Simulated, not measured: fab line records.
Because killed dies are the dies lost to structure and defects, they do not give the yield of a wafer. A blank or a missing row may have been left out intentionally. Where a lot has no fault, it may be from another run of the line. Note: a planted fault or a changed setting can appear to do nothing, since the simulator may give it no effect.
What tool caused it? ; flow n5Finfet ; Sampling: 24 lots, 72 wafers, 5 of 1938 route steps

## WHAT THE GAUGES SHOWED, per wafer
N5_BEOL_M2_THK_MEAS_01. Usual: M2_ILD_THK 79.2 nm, standard deviation 1.
lot;measured;on;M2_ILD_THK (nm);flag
L074;day 6 08:34;filmMetro-01;79.0 79.3 80.1;
L075;day 6 19:05;filmMetro-01;80.2 78.0 81.2;
L076;day 7 04:24;filmMetro-01;80.1 80.2 79.6;
L077;day 7 04:32;filmMetro-01;79.9 79.5 81.4;
L078;day 7 07:15;filmMetro-02;78.0 78.6 79.4;
L079;day 7 17:09;filmMetro-01;80.5 80.6 80.8;
L080;day 8 00:57;filmMetro-01;78.3 78.3 79.1;
L082;day 8 10:14;filmMetro-01;79.7 78.8 80.5;
L081;day 8 11:58;filmMetro-01;78.2 79.8 79.6;
L083;day 8 14:53;filmMetro-01;78.1 77.8 80.0;
L084;day 8 17:57;filmMetro-02;78.1 79.3 80.8;
L085;day 9 05:25;filmMetro-01;78.7 77.2 78.3;
L086;day 9 13:53;filmMetro-02;78.1 78.9 80.1;
L087;day 9 19:46;filmMetro-02;79.0 78.1 78.8;
L088;day 9 20:09;filmMetro-02;77.9 77.3 78.7;
L089;day 10 16:43;filmMetro-02;79.5 80.6 82.3;
L090;day 10 21:24;filmMetro-02;77.8 77.1 79.9;
L091;day 10 22:38;filmMetro-02;78.8 79.0 79.4;
L093;day 10 23:19;filmMetro-01;80.0 80.4 79.2;
L092;day 11 00:08;filmMetro-01;78.9 79.1 81.0;
L094;day 11 05:14;filmMetro-01;78.7 79.4 79.3;
L095;day 11 19:01;filmMetro-01;78.8 77.6 80.5;
L097;day 12 03:28;filmMetro-02;79.3 78.8 79.6;
L096;day 12 03:34;filmMetro-01;78.6 78.7 79.4;

N5_BEOL_M2_OCD_MEAS_38. Usual: trenchDepthNm at 55.9 nm, with a standard deviation of 0.9.
lot;measured;on;trenchDepthNm (nm);flag
L074;day 6 17:08;ocd-01;55.5 57.3 56.2;
L075;day 7 00:30;ocd-01;55.0 54.1 55.1;
L076;day 7 08:58;ocd-02;57.1 56.8 56.6;
L077;day 7 10:40;ocd-01;55.9 55.0 57.7;
L078;day 7 11:52;ocd-02;56.8 55.7 55.4;
L079;day 8 01:01;ocd-02;54.9 55.2 55.3;
L080;day 8 10:26;ocd-01;54.8 54.7 54.6;
L082;day 8 14:25;ocd-01;57.1 56.6 55.7;
L081;day 8 18:46;ocd-01;55.9 55.7 55.7;
L083;day 8 21:01;ocd-01;55.8 54.7 54.9;
L084;day 9 00:24;ocd-01;55.3 56.0 53.6;
L085;day 9 12:13;ocd-01;55.7 55.9 57.2;
L086;day 9 23:06;ocd-01;56.7 56.0 55.6;
L087;day 9 23:16;ocd-01;56.3 57.1 55.2;
L088;day 9 23:44;ocd-02;57.6 54.3 54.9;
L089;day 10 20:08;ocd-02;55.5 55.5 56.4;
L090;day 11 04:04;ocd-01;56.3 57.1 55.4;
L091;day 11 04:27;ocd-02;55.8 55.5 55.9;
L093;day 11 04:31;ocd-01;54.9 55.7 55.5;
L092;day 11 04:56;ocd-02;56.4 56.0 56.1;
L094;day 11 14:55;ocd-01;57.5 56.4 56.2;
L095;day 11 22:50;ocd-01;57.0 57.4 55.8;
L097;day 12 08:59;ocd-02;56.2 56.9 55.9;
L096;day 12 11:00;ocd-01;55.8 55.8 56.8;

## EACH LOT AND THE TOOL THAT RAN IT (in order: tool; ch and the chambers of the sampled wafers; start)
lot;N5_BEOL_M1_ANNEAL_95;N5_BEOL_M2_HM_DEP_02;N5_BEOL_M2_ALD_98
L074;pvdSputter-01, day 6 07:02;pvdSputter-02, day 6 11:49;aldSin-03 ch 0,1,2, day 6 14:40
L075;pvdSputter-03, day 6 17:45;pvdSputter-02, day 6 19:11;aldSin-04 ch 0,2,3, day 6 20:58
L076;pvdSputter-02, day 7 03:03;pvdSputter-02, day 7 05:47;aldSin-02 ch 0,2,3, day 7 07:32
L077;pvdSputter-03, day 7 03:10;pvdSputter-03, day 7 06:15;aldSin-02 ch 0,3, day 7 09:05
L078;pvdSputter-03, day 7 05:56;pvdSputter-03, day 7 07:36;aldSin-03 ch 0,1, day 7 09:27
L079;pvdSputter-02, day 7 15:43;pvdSputter-03, day 7 19:17;aldSin-04 ch 2,3, day 7 20:55
L080;pvdSputter-03, day 7 23:34;pvdSputter-01, day 8 03:31;aldSin-02 ch 0,1,3, day 8 06:06
L082;pvdSputter-03, day 8 08:52;pvdSputter-03, day 8 10:55;aldSin-04 ch 1,2, day 8 13:52
L081;pvdSputter-01, day 8 10:37;pvdSputter-03, day 8 13:44;aldSin-04 ch 1,2, day 8 16:41
L083;pvdSputter-03, day 8 13:31;pvdSputter-02, day 8 17:14;aldSin-04 ch 2,3, day 8 19:35
L084;pvdSputter-02, day 8 16:38;pvdSputter-02, day 8 18:25;aldSin-04 ch 1,2,3, day 8 20:19
L085;pvdSputter-02, day 9 04:05;pvdSputter-03, day 9 08:36;aldSin-02 ch 0,1,3, day 9 10:15
L086;pvdSputter-03, day 9 12:34;pvdSputter-03, day 9 15:37;aldSin-02 ch 0,2,3, day 9 17:34
L087;pvdSputter-03, day 9 18:20;pvdSputter-03, day 9 20:57;aldSin-03 ch 2,3, day 9 22:38
L088;pvdSputter-02, day 9 18:50;pvdSputter-03, day 9 21:05;aldSin-02 ch 0,1,3, day 9 23:13
L089;pvdSputter-02, day 10 15:23;pvdSputter-02, day 10 17:44;aldSin-04 ch 0,1,2, day 10 19:37
L090;pvdSputter-03, day 10 19:44;pvdSputter-02, day 10 23:25;aldSin-03 ch 1,2,3, day 11 01:49
L091;pvdSputter-02, day 10 21:19;pvdSputter-03, day 10 23:41;aldSin-03 ch 0,2,3, day 11 01:55
L093;pvdSputter-01, day 10 21:59;pvdSputter-02, day 10 23:55;aldSin-03 ch 1,3, day 11 02:00
L092;pvdSputter-03, day 10 22:49;pvdSputter-01, day 11 01:09;aldSin-03 ch 0,2, day 11 02:48
L094;pvdSputter-03, day 11 03:55;pvdSputter-02, day 11 07:16;aldSin-04 ch 0,1,2, day 11 09:56
L095;pvdSputter-01, day 11 17:42;pvdSputter-02, day 11 19:29;aldSin-04 ch 0,1, day 11 21:37
L097;pvdSputter-01, day 12 01:53;pvdSputter-01, day 12 04:07;aldSin-03 ch 1,2,3, day 12 05:59
L096;pvdSputter-02, day 12 02:02;pvdSputter-03, day 12 04:15;aldSin-03 ch 0,1,3, day 12 06:05
- N5_BEOL_M1_ANNEAL_95: time 240 s.
- N5_BEOL_M2_HM_DEP_02: deposits TiN, target thk 20 nm.
- N5_BEOL_M2_ALD_98: deposits SiO2, target thk 2.5 nm, pulse time 1 s, co reactant pulse time 1 s.

## AS READ BY THE TOOLS THEMSELVES (means over the sampled wafers that have a number; for cases with no such wafer, the mark the record gives instead)
N5_BEOL_M1_ANNEAL_95. Usual: heaterPowerW at 786 W, with a standard deviation of 43.
lot;tool;heaterPowerW (W);flag
L074;pvdSputter-01;785;
L075;pvdSputter-03;800;
L076;pvdSputter-02;785;
L077;pvdSputter-03;803;
L078;pvdSputter-03;766;
L079;pvdSputter-02;784;
L080;pvdSputter-03;811;
L082;pvdSputter-03;788;
L081;pvdSputter-01;790;
L083;pvdSputter-03;798;
L084;pvdSputter-02;763;
L085;pvdSputter-02;760;
L086;pvdSputter-03;802;
L087;pvdSputter-03;772;
L088;pvdSputter-02;790;
L089;pvdSputter-02;825;
L090;pvdSputter-03;811;
L091;pvdSputter-02;816;
L093;pvdSputter-01;799;
L092;pvdSputter-03;832;
L094;pvdSputter-03;805;
L095;pvdSputter-01;782;
L097;pvdSputter-01;800;
L096;pvdSputter-02;747;

N5_BEOL_M2_HM_DEP_02. Usual: throttleValvePct at 29.5 %, with a standard deviation of 0.62.
lot;tool;throttleValvePct (%);flag
L074;pvdSputter-02;29.2;
L075;pvdSputter-02;29.2;
L076;pvdSputter-02;29.5;
L077;pvdSputter-03;29.2;
L078;pvdSputter-03;29.6;
L079;pvdSputter-03;29.3;
L080;pvdSputter-01;29.4;
L082;pvdSputter-03;29.4;
L081;pvdSputter-03;29.6;
L083;pvdSputter-02;29.4;
L084;pvdSputter-02;29.4;
L085;pvdSputter-03;29.5;
L086;pvdSputter-03;29.6;
L087;pvdSputter-03;29.3;
L088;pvdSputter-03;29.2;
L089;pvdSputter-02;29.4;
L090;pvdSputter-02;29.4;
L091;pvdSputter-03;29.6;
L093;pvdSputter-02;29.5;
L092;pvdSputter-01;29.6;
L094;pvdSputter-02;29.4;
L095;pvdSputter-02;29.7;
L097;pvdSputter-01;29.9;
L096;pvdSputter-03;29.5;

N5_BEOL_M2_ALD_98. Usual: heaterPowerW 77 W, standard deviation 8.3; precursorPulseHeightRel 1.000, standard deviation 0.02.
lot;tool;heaterPowerW (W);precursorPulseHeightRel;flag
L074;aldSin-03;75;1.015;
L075;aldSin-04;79;1.018;
L076;aldSin-02;85;0.995;
L077;aldSin-02;86;1.019;
L078;aldSin-03;73;1.002;
L079;aldSin-04;69;1.010;
L080;aldSin-02;77;0.992;
L082;aldSin-04;80;1.000;
L081;aldSin-04;77;0.983;
L083;aldSin-04;75;1.011;
L084;aldSin-04;74;0.998;
L085;aldSin-02;77;1.008;
L086;aldSin-02;84;1.000;
L087;aldSin-03;77;1.002;
L088;aldSin-02;77;1.019;
L089;aldSin-04;82;0.995;
L090;aldSin-03;73;0.985;
L091;aldSin-03;76;1.004;
L093;aldSin-03;76;0.994;
L092;aldSin-03;74;1.001;
L094;aldSin-04;83;1.010;
L095;aldSin-04;82;0.987;
L097;aldSin-03;73;0.981;
L096;aldSin-03;75;1.015;

## THE ANSWER, worked out from the rows above alone
Rule: a lot is off if the mean of its wafers that have a number lies more than 3 standard deviations from the usual mean. A lot without any number at a reading at which 4 lots or more have one is off too. Where the step has rows for the other lots, those lots are counted as sound. First the gauges in route order, then the tools' own readings, where a lot's mean is used as printed above. The first step at which some lot is off is used, and at that step the reading that is off furthest; a lot without a number counts as furthest.
No lot is off on any of the readings shown, so nothing can be concluded from this.

## WHAT WAS PUT IN BY THE SIMULATOR
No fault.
